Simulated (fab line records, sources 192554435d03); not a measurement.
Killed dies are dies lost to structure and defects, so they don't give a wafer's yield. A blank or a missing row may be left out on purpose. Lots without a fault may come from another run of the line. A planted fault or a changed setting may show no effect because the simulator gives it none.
A struck lot beside a sound one | flow n5_finfet | 15 steps out of a route of 1938
Sound: wafers L300.2, L300.3, L300.5. Struck: wafer L312.6. (L312.2, L312.4 of the same lot were not struck and are left out.) The cause comes at the end.
At each step with rows: each side's tool, then ch and its chambers, then its first start. Under that, the readings that differ: sound wafers | struck wafers | difference of the means | sigmas: that difference in standard deviations of wafers without a fault.
alike: readings whose means differ by less than 2 such deviations, and words and numbers that are the same on both sides. not compared: withheld readings, readings that some wafer has no value for, bounds like >300 that may hide the same value, and numbers for which the record gives no deviation and whose values overlap.
The two part at a step that has a row with sigmas, a row that says differs or no value, or rows on one side only. Numbers that don't overlap but have no deviation are shown without sigmas and don't part them. A reading that every wafer of one side lacks parts them only if that side has two wafers or more.

first, 8 steps without rows for these wafers: N5_BEOL_M5_COAT_66 (time 60 s, resist thk 12 nm); N5_BEOL_M5_COAT_74 (time 60 s, resist thk 5 nm); N5_BEOL_M5_COAT_22 (resist thk 30 nm); N5_BEOL_M5_EBR_24; N5_BEOL_M5_SOFTBAKE_23 (time 60 s); N5_BEOL_M5_EXPOSE_25 (exposes mask V4, defocus 10 nm); N5_BEOL_M5_PEB_26 (peb time 60 s); N5_BEOL_M5_DEVELOP_27 (develop time 30 s).
N5_BEOL_M5_CD_MEAS_28: target cd 30.6 nm, target cd y 20 nm.
  sound on cd_sem-03 ch 0, day 11 00:08; struck on cd_sem-03 ch 0, day 14 13:45
  alike: cd_nm
N5_BEOL_M5_OVL_MEAS_29:
  sound on overlay-01 ch 0, day 11 00:10; struck on overlay-02 ch 0, day 14 13:47
  alike: V4_OVL
N5_BEOL_M5_INSPECT_30: inspects for defects (brightfield).
  sound on defect_inspect-02, day 11 00:14; struck on defect_inspect-01, day 14 13:50
  reading          | sound       | struck | difference | sigmas
  raw_defect_count | 729 624 507 | 352    | -268       | -3
N5_BEOL_M5_DESCUM_33: chemistry O2, time 7 s.
  sound on rie_diel-02 ch 1,2,3, day 11 00:16; struck on rie_diel-05 ch 1, day 14 13:52
  alike: drypump_motor_current_A, oes_product_au, rf_vpp_V, showerhead_plenum_p_Torr, throttle_valve_pct
  not compared: rf_hours_counter_h
N5_BEOL_M5_ETCH_75: etches underlayer in N2/H2, target depth 6.5 nm, time 5.2 s.
  sound on rie_diel-02 ch 1,2,3, day 11 00:18; struck on rie_diel-05 ch 1, day 14 13:54
  reading               | sound          | struck | difference | sigmas
  etch_rf_on_time_s (s) | 5.16 5.35 5.02 | 8.29   | +3.11      | +26
  oes_product_au (a.u.) | 0.77 0.57 0.75 | 0.49   | -0.21      | -3
  alike: drypump_motor_current_A, n2_flow_sccm, rf_vpp_V, showerhead_plenum_p_Torr, throttle_valve_pct
  not compared: rf_hours_counter_h
N5_BEOL_M5_ETCH_67: etches SiARC in CF4, target depth 15.6 nm, time 26 s.
  sound on rie_diel-02 ch 1,2,3, day 11 00:19; struck on rie_diel-05 ch 1, day 14 13:55
  alike: drypump_motor_current_A, etch_rf_on_time_s, oes_product_au, rf_vpp_V, showerhead_plenum_p_Torr, throttle_valve_pct
  not compared: rf_hours_counter_h
-- the record jumps here: 5 days lie between the struck wafers' starts before and after (it left off in module BEOL_M5 and takes up again in module PASSIVATION, whose first step shown is number 1936 of the route) --
N5_PASSIVATION_PROBE_49:
  sound on prober-02, day 15 07:53; struck on prober-02, day 19 03:03
  alike: defect_limited_yield, killed_at_M0_to_M3, killed_at_M4_up, killed_at_contacts, killed_at_front_end, killed_at_other, killed_dies, killed_open, killed_short, sort_bin_4_leakage, sort_bin_5_function, sort_bin_6_memory, sort_n_pass, sort_yield_pct

WHERE THEY PART
First at N5_BEOL_M5_INSPECT_30; last, within this record, at N5_BEOL_M5_ETCH_75. Later steps at which nothing parts them and some readings are alike: N5_BEOL_M5_ETCH_67, N5_PASSIVATION_PROBE_49.

WHY: what the simulator had put in
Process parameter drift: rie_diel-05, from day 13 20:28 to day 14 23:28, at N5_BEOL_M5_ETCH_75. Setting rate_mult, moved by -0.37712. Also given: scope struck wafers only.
